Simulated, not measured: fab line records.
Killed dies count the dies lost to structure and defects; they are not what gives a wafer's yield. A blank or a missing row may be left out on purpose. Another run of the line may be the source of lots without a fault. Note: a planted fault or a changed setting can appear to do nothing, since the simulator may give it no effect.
fab line records	flow n5-finfet
record lots=9	wafers=27	last-day=18
route steps=1938 shown GATE_CUT@507 MOL_CONTACT_COAG@539 BEOL_M4@1111 PASSIVATION@1936
lots that met no fault: taken from a fault-free run of the same line
start-h: the number of hours between the record's first day and the start of the first shown wafer of the lot	wait-h: how many hours have passed since the lot's step before this one	" as in the row above	L1.1+2: a single row standing in for several wafers	- no value present, or no start provided	* or withheld: withheld	< > ~ a bound
route shown NAME@n: a module of which the file shows steps, and the number in the route of the first	usual: average and standard deviation across the fault-free wafers	same: alike in all rows	chamber/n: place in a boat	sites: each site's reading	_std_site: standard deviation of those values	_edge_site: the outer-site mean with the inner-site mean subtracted	radius-mm: how far each site lies from the wafer's centre	mask NAME#n: copy n	behind: tool/chamber where the wafer was last shaped	hold: reason for holding the lot/hours on hold/outcome of the hold	device: the transistor (n, p or np) that didn't switch	end of line: the tests these same wafers got at the end of their route	step lacking rows: just its recipe	killed: dies that structure and defects cost at the first sort, which is not the same as the wafer's yield	map: dies across one wafer; x = killed, . = not, _ = none there
set.NAME: the setting the step ran with; set.NAME@STEP: the setting that earlier step ran with	model.NAME: the simulator's own value behind a step, which no gauge read
a sample of lots followed through the steps of the route, with each step as a table and each wafer as a row
services: when a tool's chamber went out of use (start-h, in hours from the record's first day, below 0 if earlier), for how many hours, and the reason
## steps
# step N5_GATE_CUT_STRIP_21
# recipe chemistry=N2/H2	time-s=30	power-w=1000	temp-c=250	pressure-mtorr=withheld	n2-flow-sccm=1750	h2-flow-sccm=3250
# usual drypump-motor-current-A=5.4/0.36	h2-flow-sccm=3248/9.7	heater-power-w=334/40
lot.wafer	tool	chamber	start-h	wait-h	drypump-motor-current-A	h2-flow-sccm	heater-power-w	rf-hours-counter-h
L191.2	plasma-asher-02	0	123.62	0.0	5.8	3250	309	97
L191.4	"	0	"	"	5.8	3234	303	-
L191.5	"	0	"	"	5.8	3233	303	-
L197.2	plasma-asher-02	1	152.74	0.0	4.9	3254	300	104
L197.4	"	0	"	"	5.8	3238	302	-
L197.6	"	1	"	"	4.9	3254	300	-
L202.2	plasma-asher-02	0	179.22	0.1	5.8	3247	303	108
L202.3	"	0	"	"	5.8	3239	306	-
L202.5	"	1	"	"	4.9	3265	289	-
L203.3	plasma-asher-02	0	186.22	0.1	5.8	3249	315	-
L203.4	"	1	"	"	4.9	3269	298	-
L203.6	"	1	"	"	4.9	3258	296	-
L204.2	plasma-asher-01	1	192.65	0.0	5.5	3257	367	59
L204.3	"	0	"	"	5.6	3261	397	-
L204.5	"	1	"	"	5.5	3252	357	-
L205.2	plasma-asher-01	1	200.32	0.0	5.4	3248	354	61
L205.5	"	0	"	"	5.6	3254	384	-
L205.6	"	1	"	"	5.4	3239	358	-
L206.2	plasma-asher-02	1	205.70	0.0	4.9	3243	292	112
L206.4	"	1	"	"	4.9	3243	295	-
L206.5	"	0	"	"	5.8	3247	307	-
L207.1	plasma-asher-02	1	216.21	0.0	4.9	3244	290	115
L207.2	"	0	"	"	5.8	3259	306	115
L207.3	"	0	"	"	5.8	3247	303	-
L209.1	plasma-asher-01	1	221.83	0.0	5.4	3247	361	66
L209.3	"	1	"	"	5.4	3257	360	-
L209.4	"	0	"	"	5.6	3260	391	-
# step N5_MOL_CONTACT_COAG_STRIP_98
# recipe chemistry=N2/H2	power-w=500	temp-c=40	pressure-mtorr=50	rf-frequency-hz=6e+07	overash-fraction=0.3	bias-power-w=8	h2-frac=0.5	n2-flow-sccm=300	h2-flow-sccm=300
# usual bias-power-w=7.999/0.021	chamber-pressure-mTorr=49.99/0.088	drypump-motor-current-A=5.6/0.42	oes-product-au=0.80/0.084	power-w=499.7/1.5	rf-vpp-V=54.4/1.5	showerhead-plenum-p-Torr=3.36/0.11	throttle-valve-pct=18.9/0.48
lot.wafer	tool	chamber	start-h	wait-h	bias-power-w	chamber-pressure-mTorr	drypump-motor-current-A	oes-product-au	power-w	rf-hours-counter-h	rf-vpp-V	showerhead-plenum-p-Torr	throttle-valve-pct
L191.2	rie-diel-01	1	128.15	0.0	7.987	49.91	5.3	0.72	498.9	235	53.8	3.31	19.3
L191.4	"	2	"	"	8.018	50.06	5.6	0.91	497.5	35	52.3	3.27	18.4
L191.5	"	3	"	"	8.029	50.00	6.1	0.70	502.1	-	54.6	3.34	20.0
L197.2	rie-diel-01	1	156.41	0.0	8.006	49.96	5.4	0.71	501.9	244	54.7	3.30	19.3
L197.4	"	3	"	"	8.012	49.84	6.2	0.69	501.7	-	54.5	3.33	20.0
L197.6	"	0	"	"	7.970	50.14	5.2	0.85	497.7	-	54.2	3.54	19.0
L202.2	rie-diel-01	0	182.76	0.0	-	-	-	-	-	-	-	-	-
L202.3	"	3	"	"	-	-	-	-	-	-	-	-	-
L202.5	"	0	"	"	-	-	-	-	-	-	-	-	-
L203.3	rie-diel-01	0	189.91	0.0	-	-	-	-	-	-	-	-	-
L203.4	"	3	"	"	-	-	-	-	-	-	-	-	-
L203.6	"	2	"	"	-	-	-	-	-	-	-	-	-
L204.2	rie-diel-04	3	196.24	0.0	-	-	-	-	-	-	-	-	-
L204.3	"	2	"	"	-	-	-	-	-	-	-	-	-
L204.5	"	3	"	"	-	-	-	-	-	-	-	-	-
L205.2	rie-diel-04	3	204.07	0.0	8.004	50.20	5.1	0.82	502.6	96	55.7	3.25	18.8
L205.5	"	2	"	"	7.999	49.86	6.0	0.70	498.5	-	54.6	3.34	18.7
L205.6	"	3	"	"	8.006	50.05	5.2	0.82	501.9	-	54.5	3.25	18.8
L206.2	rie-diel-04	3	209.14	0.0	8.043	49.94	5.2	0.82	502.7	98	55.9	3.25	18.8
L206.4	"	3	"	"	7.998	50.06	5.2	0.82	502.2	-	56.8	3.25	18.7
L206.5	"	2	"	"	7.998	49.85	6.0	0.69	501.9	-	51.2	3.34	18.8
L207.1	rie-diel-01	0	219.97	0.0	8.014	49.98	5.2	0.79	500.4	90	55.4	3.53	19.0
L207.2	"	1	"	"	7.980	49.98	5.4	0.70	499.7	258	51.8	3.29	19.3
L207.3	"	2	"	"	7.993	50.06	5.6	0.84	497.9	70	53.7	3.25	18.4
L209.1	rie-diel-04	3	225.26	0.0	7.969	49.90	5.2	0.81	501.3	105	51.9	3.25	18.8
L209.3	"	0	"	"	7.993	50.08	6.0	0.77	500.2	140	53.1	3.24	18.6
L209.4	"	2	"	"	8.026	50.14	6.0	0.69	501.6	205	53.7	3.33	18.7
# step N5_MOL_CONTACT_COAG_ALD_20
# recipe material=TiN	target-thk-a=15	temp-c=400	ald-precursor-family=TiCl4	ald-co-reactant=NH3	pulse-time-s=1	purge-time-s=3	co-reactant-purge-time-s=2	co-reactant-pulse-time-s=2	ald-cycles=68	pressure-torr=3
# usual heater-power-w=892/95	precursor-pulse-height-rel=0.998/0.022	susceptor-temp-C=400.01/0.25
# same purge-time-s=3
lot.wafer	tool	chamber	start-h	wait-h	heater-power-w	precursor-pulse-height-rel	since-wet-clean-h	susceptor-temp-C
L191.2	ald-metal-01	3	128.79	0.1	980	1.054	4407	400.04
L191.4	"	2	"	"	912	1.032	4407	399.85
L191.5	"	2	"	"	933	1.002	-	399.89
L197.2	ald-metal-01	3	157.22	0.1	1000	1.024	4436	400.21
L197.4	"	2	"	"	928	1.015	4436	399.80
L197.6	"	1	"	"	884	1.008	-	400.09
L202.2	ald-metal-03	3	183.58	0.1	831	0.979	1385	399.85
L202.3	"	2	"	"	910	1.026	1385	399.61
L202.5	"	2	"	"	888	0.959	-	399.79
L203.3	ald-metal-02	0	190.57	0.1	766	1.007	6007	399.90
L203.4	"	1	"	"	760	1.003	6007	400.54
L203.6	"	1	"	"	773	1.028	-	400.62
L204.2	ald-metal-01	2	197.31	0.1	947	0.988	4476	400.00
L204.3	"	3	"	"	1000	0.992	4476	400.16
L204.5	"	0	"	"	985	0.988	-	400.15
L205.2	ald-metal-01	1	204.97	0.1	901	1.013	4483	400.23
L205.5	"	3	"	"	1011	1.005	-	400.05
L205.6	"	0	"	"	955	0.971	-	399.75
L206.2	ald-metal-02	0	209.99	0.1	768	1.003	6027	400.53
L206.4	"	3	"	"	939	0.966	-	400.21
L206.5	"	1	"	"	785	0.995	-	400.44
L207.1	ald-metal-02	3	220.62	0.1	925	0.996	6037	400.01
L207.2	"	2	"	"	676	0.996	6037	400.33
L207.3	"	1	"	"	741	1.015	6037	399.96
L209.1	ald-metal-01	0	226.41	0.1	934	0.965	4505	399.60
L209.3	"	2	"	"	885	0.981	4505	400.22
L209.4	"	1	"	"	894	1.028	4505	400.01
# step N5_MOL_CONTACT_COAG_ANNEAL_113
# recipe temp-c=400	time-s=300	ambient=H2/N2
# usual anneal-temp-c-max=401.7/0.79	lamp-power-pct=3.246/0.0031	lamp_zone_2_pct=3.245/0.0032	wafer_temp_C_max=401.3/0.35
lot.wafer	tool	chamber	start-h	wait-h	anneal-temp-c-max	lamp-power-pct	lamp_zone_2_pct	wafer_temp_C_max
L191.2	rtp-anneal-01	0	130.78	0.8	401.9	3.248	3.244	400.9
L191.4	"	0	"	"	402.9	3.253	3.245	401.0
L191.5	"	0	"	"	402.3	3.242	3.241	401.3
L197.2	rtp-anneal-02	0	159.75	0.9	401.4	3.242	3.245	401.8
L197.4	"	0	"	"	401.0	3.242	3.248	401.6
L197.6	"	0	"	"	401.0	3.244	3.243	401.1
L202.2	rtp-anneal-02	0	186.09	0.6	400.9	3.246	3.247	402.1
L202.3	"	0	"	"	401.3	3.251	3.248	401.2
L202.5	"	0	"	"	400.9	3.241	3.238	401.6
L203.3	rtp-anneal-01	0	193.32	0.6	403.1	3.246	3.248	401.4
L203.4	"	0	"	"	403.2	3.246	3.244	401.2
L203.6	"	0	"	"	402.2	3.243	3.242	401.5
L204.2	rtp-anneal-02	0	200.88	0.5	400.7	3.246	3.247	401.1
L204.3	"	0	"	"	401.6	3.245	3.247	401.5
L204.5	"	0	"	"	401.0	3.246	3.251	401.0
L205.2	rtp-anneal-01	0	207.59	0.5	401.8	3.249	3.241	401.2
L205.5	"	0	"	"	402.7	3.244	3.243	401.4
L205.6	"	0	"	"	403.1	3.252	3.250	400.7
L206.2	rtp-anneal-02	0	212.96	0.5	401.5	3.248	3.244	401.7
L206.4	"	0	"	"	401.4	3.247	3.247	401.8
L206.5	"	0	"	"	401.7	3.244	3.243	401.9
L207.1	rtp-anneal-01	0	224.00	0.3	402.1	3.248	3.242	401.0
L207.2	"	0	"	"	402.2	3.250	3.249	401.2
L207.3	"	0	"	"	401.9	3.245	3.250	401.3
L209.1	rtp-anneal-02	0	228.18	0.4	400.9	3.242	3.249	401.6
L209.3	"	0	"	"	400.8	3.250	3.247	401.1
L209.4	"	0	"	"	401.0	3.247	3.250	401.2
# step N5_BEOL_M4_RC_MEAS_101
# usual DIBL_N=36.4/2.7	DIBL_P=36/3.2	IOFF_N=0.16/0.046	IOFF_P=0.21/0.055	ION_N=677/15	ION_P=464/11	SS_N=71.5/0.79	SS_P=73.3/0.93	VT_N=250/4.1	VT_P=-251/4.4
lot.wafer	tool	chamber	start-h	wait-h	DIBL_N[mV/V]	DIBL_P[mV/V]	IOFF_N[nA/um]	IOFF_P[nA/um]	ION_N[uA/um]	ION_P[uA/um]	SS_N[mV/dec]	SS_P[mV/dec]	VT_N[mV]	VT_P[mV]
L191.2	prober-02	0	216.91	0.2	32.8	32	0.11	0.14	648	457	70.1	72.0	253	-255
L191.4	"	0	"	"	35.5	35	0.15	0.19	673	457	70.9	72.6	249	-253
L191.5	"	0	"	"	34.9	34	0.14	0.16	696	462	72.1	73.0	250	-255
L197.2	prober-01	0	251.34	0.2	36.4	37	0.17	0.26	683	470	71.5	73.6	248	-245
L197.4	"	0	"	"	35.7	35	0.15	0.22	678	470	71.1	72.9	249	-248
L197.6	"	0	"	"	35.9	37	0.18	0.26	695	484	71.2	72.8	246	-249
L205.2	prober-02	0	293.20	0.2	36.9	38	0.17	0.24	689	475	71.3	74.3	247	-247
L205.5	"	0	"	"	37.6	37	0.17	0.24	675	466	72.1	74.6	249	-248
L205.6	"	0	"	"	37.0	36	0.17	0.22	676	454	71.6	74.0	248	-247
L206.2	prober-01	0	298.85	0.2	36.5	35	0.14	0.19	663	462	70.9	72.6	250	-251
L206.4	"	0	"	"	32.8	31	0.10	0.14	659	453	70.5	72.4	256	-256
L206.5	"	0	"	"	35.4	34	0.13	0.17	670	461	71.1	72.0	252	-255
L207.1	prober-02	0	316.62	0.0	36.8	37	0.19	0.23	697	475	71.2	72.9	246	-248
L207.2	"	0	"	"	37.1	38	0.20	0.23	694	466	71.2	73.8	246	-253
L207.3	"	0	"	"	37.0	38	0.17	0.23	673	466	71.6	74.1	247	-251
L209.1	prober-01	0	319.44	0.0	28.6	29	0.06	0.09	633	435	70.3	70.7	264	-265
L209.3	"	0	"	"	32.5	32	0.11	0.12	658	440	71.0	71.9	256	-259
L209.4	"	0	"	"	32.1	33	0.11	0.13	677	462	70.6	71.7	253	-259
# step N5_PASSIVATION_PROBE_49
# usual defect-limited-yield=91.1/1.4	killed_at_M0_to_M3=34/9.7	killed_at_M4_up=13/5.1	killed-at-contacts=14/6.3	killed-at-front-end=40/11	killed-at-other=3.5/2.7	killed-dies=105/16	killed-on-rim=13/4.1	killed-open=70/12	killed-short=34/7.8	sort_bin_5_function=5.2/0.88	sort_bin_6_memory=3.3/0.7	sort_bin_8_speed=0.1/0.62	sort-n-pass=1074/17	sort-yield-pct=91.0/1.5
# same gross-dies=1180	killed-at-back-side=0	sort_bin_4_leakage[%]=0
lot.wafer	tool	chamber	start-h	wait-h	defect-limited-yield[%]	killed_at_M0_to_M3	killed_at_M4_up	killed-at-contacts	killed-at-front-end	killed-at-other	killed-dies	killed-on-rim	killed-open	killed-short	sort_bin_5_function[%]	sort_bin_6_memory[%]	sort_bin_8_speed[%]	sort-n-pass	sort-yield-pct[%]
L197.2	prober-02	-	357.47	0.1	91.9	42	18	8	22	6	96	8	55	39	5.5	2.5	0	1084	91.9
L197.4	prober-02	-	357.57	0.2	92.2	21	12	18	37	4	92	15	68	23	5.0	2.7	0	1088	92.2
L197.6	prober-02	-	357.67	0.3	90.0	29	22	22	43	2	118	8	78	40	6.1	3.5	0	1062	90.0
L202.2	prober-01	-	371.55	0.1	0	34	16	1078	50	2	1180	152	71	37	96.4	3.4	0	0	0
L202.3	prober-01	-	371.60	0.1	0	29	9	1104	37	1	1180	152	63	20	97.4	2.3	0	0	0
L202.5	prober-01	-	371.70	0.2	0	21	13	1099	43	4	1180	152	60	33	96.6	3.1	0	0	0
L203.3	prober-01	-	386.96	0.1	0	28	6	1092	46	8	1180	152	76	30	96.7	3.1	0	0	0
L203.4	prober-01	-	387.01	0.2	0	32	14	1093	36	5	1180	152	73	36	96.3	3.4	0	0	0
L203.6	prober-01	-	387.11	0.3	0	40	17	1081	34	8	1180	152	77	38	96.1	3.5	0	0	0
L204.2	prober-01	-	388.04	0.1	0	30	14	1107	26	3	1180	152	62	28	97.0	2.8	0	0	0
L204.3	prober-01	-	388.09	0.1	0	19	7	1112	37	5	1180	152	55	29	96.3	3.3	0	0	0
L204.5	prober-01	-	388.19	0.2	0	37	8	1081	47	7	1180	152	56	57	95.9	3.4	0	0	0
# killed by level:class
L197.2 BEOL_M0_SAQP:geometric-particle:short=7 BEOL_M1:geometric-particle:open=7 BEOL_M1:geometric-particle:short=7 BEOL_M4:geometric-particle:open=7 MOL_CONTACT_COAG:geometric-particle:open=6 BEOL_M2:geometric-particle:open=5 DUMMY_GATE:geometric-particle:open=4 BEOL_M0_SAQP:geometric-particle:open=4
L197.4 MOL_CONTACT_COAG:geometric-particle:open=15 BEOL_M1:geometric-particle:open=10 BEOL_M4:geometric-particle:open=9 STI_FIN_REVEAL:geometric-particle:open=8 DUMMY_GATE:geometric-particle:open=8 ILD0:geometric-particle:short=4 BEOL_M2:geometric-particle:open=4 FIN_SAQP:geometric-particle:open=3
L197.6 MOL_CONTACT_COAG:geometric-particle:open=20 BEOL_M4:geometric-particle:open=12 BEOL_M1:geometric-particle:open=10 BEOL_M0_SAQP:geometric-particle:open=7 FIN_SAQP:geometric-particle:short=6 DUMMY_GATE:geometric-particle:open=6 BEOL_M0_SAQP:geometric-particle:short=6 BEOL_M4:geometric-particle:short=5
L202.2 MOL_CONTACT_COAG:area-sil=1072 FIN_SAQP:geometric-particle:open=9 BEOL_M0_SAQP:geometric-particle:open=9 BEOL_M0_SAQP:geometric-particle:short=9 DUMMY_GATE:geometric-particle:open=7 STI_FIN_REVEAL:geometric-particle:open=6 MOL_CONTACT_COAG:geometric-particle:open=6 BEOL_M3:geometric-particle:open=6
L202.3 MOL_CONTACT_COAG:area-sil=1097 BEOL_M3:geometric-particle:open=10 FIN_SAQP:geometric-particle:open=8 DUMMY_GATE:geometric-particle:open=8 BEOL_M0_SAQP:geometric-particle:open=7 MOL_CONTACT_COAG:geometric-particle:open=7 STI_FIN_REVEAL:geometric-particle:open=5 BEOL_M0:geometric-particle:open=4
L202.5 MOL_CONTACT_COAG:area-sil=1087 STI_FIN_REVEAL:geometric-particle:open=14 MOL_CONTACT_COAG:geometric-particle:open=8 FIN_SAQP:geometric-particle:open=6 STARTING-WAFER:geometric-particle:short=5 FIN_SAQP:geometric-particle:short=4 DUMMY_GATE:geometric-particle:open=4 MOL_CONTACT_COAG:geometric-particle:short=4
L203.3 MOL_CONTACT_COAG:area-sil=1071 MOL_CONTACT_COAG:geometric-particle:open=18 STI_FIN_REVEAL:geometric-particle:open=15 BEOL_M2:geometric-particle:open=8 BEOL_M3:geometric-particle:open=7 STARTING-WAFER:geometric-particle:short=6 FIN_SAQP:geometric-particle:open=5 BEOL_M0_SAQP:geometric-particle:short=5
L203.4 MOL_CONTACT_COAG:area-sil=1071 MOL_CONTACT_COAG:geometric-particle:open=17 BEOL_M3:geometric-particle:open=12 STI_FIN_REVEAL:geometric-particle:open=9 BEOL_M0_SAQP:geometric-particle:open=6 FIN_SAQP:geometric-particle:open=5 FIN_SAQP:geometric-particle:short=5 MOL_CONTACT_COAG:geometric-particle:short=5
L203.6 MOL_CONTACT_COAG:area-sil=1062 BEOL_M2:geometric-particle:open=14 MOL_CONTACT_COAG:geometric-particle:open=12 FIN_SAQP:geometric-particle:short=6 MOL_CONTACT_COAG:geometric-particle:short=6 BEOL_M1:geometric-particle:open=6 BEOL_M4:geometric-particle:open=6 STI_FIN_REVEAL:geometric-particle:open=5
L204.2 MOL_CONTACT_COAG:area-sil=1090 MOL_CONTACT_COAG:geometric-particle:open=13 STI_FIN_REVEAL:geometric-particle:open=8 FIN_SAQP:geometric-particle:short=7 BEOL_M1:geometric-particle:open=7 FIN_SAQP:geometric-particle:open=4 MOL_CONTACT_COAG:geometric-particle:short=4 BEOL_M0_SAQP:geometric-particle:short=4
L204.3 MOL_CONTACT_COAG:area-sil=1092 MOL_CONTACT_COAG:geometric-particle:open=17 FIN_SAQP:geometric-particle:short=9 STI_FIN_REVEAL:geometric-particle:open=7 BEOL_M0_SAQP:geometric-particle:short=6 DUMMY_GATE:geometric-particle:open=4 BEOL_M0:geometric-particle:open=4 MOL_CONTACT_COAG:geometric-particle:short=3
L204.5 MOL_CONTACT_COAG:area-sil=1067 BEOL_M0_SAQP:geometric-particle:short=13 FIN_SAQP:geometric-particle:short=12 STI_FIN_REVEAL:geometric-particle:open=11 BEOL_M0_SAQP:geometric-particle:open=8 MOL_CONTACT_COAG:geometric-particle:short=7 MOL_CONTACT_COAG:geometric-particle:open=7 FIN_SAQP:geometric-particle:open=5
## services
tool	chamber	start-h	hours	kind
rie-diel-04	3	122.87	3.9	repair
rie-diel-04	-	126.60	2.8	pm
ald-metal-01	2	137.89	3.8	repair
rie-diel-01	-	144.78	4.3	pm
ald-metal-01	-	182.76	8.7	pm
rie-diel-04	3	185.80	9.3	repair
rie-diel-04	1	195.45	-	clean
rie-diel-04	1	195.45	-	consumable-replace:focus-ring
rie-diel-04	1	195.45	17.4	scheduled-down
rie-diel-04	1	195.45	17.4	vent-cycle
rie-diel-01	3	205.59	-	clean
rie-diel-01	3	205.59	-	consumable-replace:focus-ring
rie-diel-01	3	205.59	19.6	scheduled-down
rie-diel-01	3	205.59	19.6	vent-cycle
ald-metal-02	2	208.62	5.0	repair
rie-diel-01	1	225.32	-	clean
rie-diel-01	1	225.32	-	consumable-replace:focus-ring
rie-diel-01	1	225.32	22.4	scheduled-down
rie-diel-01	1	225.32	22.4	vent-cycle
## key
first-sign step=N5_MOL_CONTACT_COAG_STRIP_98	reading=tool-record	direction=missing
effect step=N5_PASSIVATION_PROBE_49	reading=killed-at-contacts	direction=up	sigmas=99+	usual=14	struck=1094
more-kills-born-at N5_MOL_CONTACT_COAG_TI_SIL_19@pvd-sputter-03=6453	N5_MOL_CONTACT_COAG_TI_SIL_19@pvd-sputter-02=3256
met-at N5_MOL_CONTACT_COAG_STRIP_98
struck-lots L202,L203,L204
later-rows-left-out L202.2,L202.3,L202.5,L203.3,L203.4,L203.6,L204.2,L204.3,L204.5
not-acting-at N5_GATE_CUT_STRIP_21,N5_MOL_CONTACT_COAG_ALD_20,N5_MOL_CONTACT_COAG_ANNEAL_113
onset-between 156.41 182.76
fault kind=skipped-step-whole	tool=rie-diel-01,rie-diel-04	chamber=-	onset-h=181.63	steps=N5_MOL_CONTACT_COAG_STRIP_98	scope=struck-lots-only
# later-rows-left-out: the simulator's readings of these wafers behind a module that went badly wrong aren't trusted and aren't shown, but for the sort
